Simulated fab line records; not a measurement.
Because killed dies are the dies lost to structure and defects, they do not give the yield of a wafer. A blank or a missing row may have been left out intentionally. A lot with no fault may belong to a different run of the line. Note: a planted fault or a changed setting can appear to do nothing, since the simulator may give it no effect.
Chamber matching / flow nand-harc / NHARC_A_CONTACT_ETCH_92 on rie-diel-02: 4 sister chambers
The step etches the open film in CH3F/O2, target depth 40 nm, time 85.7 s. 8 wafers are shown with their chamber, then 7 later ones without.

WAFERS WITH THEIR CHAMBER
wafer=L083.3; chamber=2; drypump-motor-current-A (A)=6.3; showerhead-plenum-p-Torr (Torr)=2.40
wafer=L083.5; chamber=1; drypump-motor-current-A (A)=6.3; showerhead-plenum-p-Torr (Torr)=2.49
wafer=L083.6; chamber=0; drypump-motor-current-A (A)=5.1; showerhead-plenum-p-Torr (Torr)=2.46
wafer=L091.1; chamber=3; drypump-motor-current-A (A)=5.2; showerhead-plenum-p-Torr (Torr)=2.38
wafer=L091.3; chamber=0; drypump-motor-current-A (A)=5.1; showerhead-plenum-p-Torr (Torr)=2.44
wafer=L091.4; chamber=2; drypump-motor-current-A (A)=6.4; showerhead-plenum-p-Torr (Torr)=2.39
wafer=L092.1; chamber=3; drypump-motor-current-A (A)=5.2; showerhead-plenum-p-Torr (Torr)=2.37
wafer=L092.4; chamber=1; drypump-motor-current-A (A)=6.3; showerhead-plenum-p-Torr (Torr)=2.48

WAFERS MISSING THEIR CHAMBER
wafer=L092.6; drypump-motor-current-A (A)=6.3; showerhead-plenum-p-Torr (Torr)=2.48
wafer=L093.2; drypump-motor-current-A (A)=6.3; showerhead-plenum-p-Torr (Torr)=2.39
wafer=L093.4; drypump-motor-current-A (A)=5.1; showerhead-plenum-p-Torr (Torr)=2.44
wafer=L093.6; drypump-motor-current-A (A)=5.2; showerhead-plenum-p-Torr (Torr)=2.37
wafer=L095.2; drypump-motor-current-A (A)=5.2; showerhead-plenum-p-Torr (Torr)=2.37
wafer=L095.4; drypump-motor-current-A (A)=5.1; showerhead-plenum-p-Torr (Torr)=2.44
wafer=L095.6; drypump-motor-current-A (A)=5.2; showerhead-plenum-p-Torr (Torr)=2.37

CHAMBER TAKEN BY EACH
wafer=L092.6; from the rows above=1; in truth=1
wafer=L093.2; from the rows above=2; in truth=2
wafer=L093.4; from the rows above=0; in truth=0
wafer=L093.6; from the rows above=3; in truth=3
wafer=L095.2; from the rows above=3; in truth=3
wafer=L095.4; from the rows above=0; in truth=0
wafer=L095.6; from the rows above=3; in truth=3
Correctly placed: 7 of 7. Number that these rows cannot place: 0. 0 placed wrongly.
How it was worked out, from the rows above alone: a wafer's distance from a chamber is the root of the sum, over the readings, of the square of ((its reading less the chamber's mean) divided by the reading's scatter). The wafer belongs to the nearest chamber; if the next one is less than 2 further off, it can't be placed. A chamber's mean is the mean of its shown wafers. The scatter: take each reading less its chamber's mean, square it, sum over the shown wafers, divide by the number of wafers less the number of chambers, and take the root.
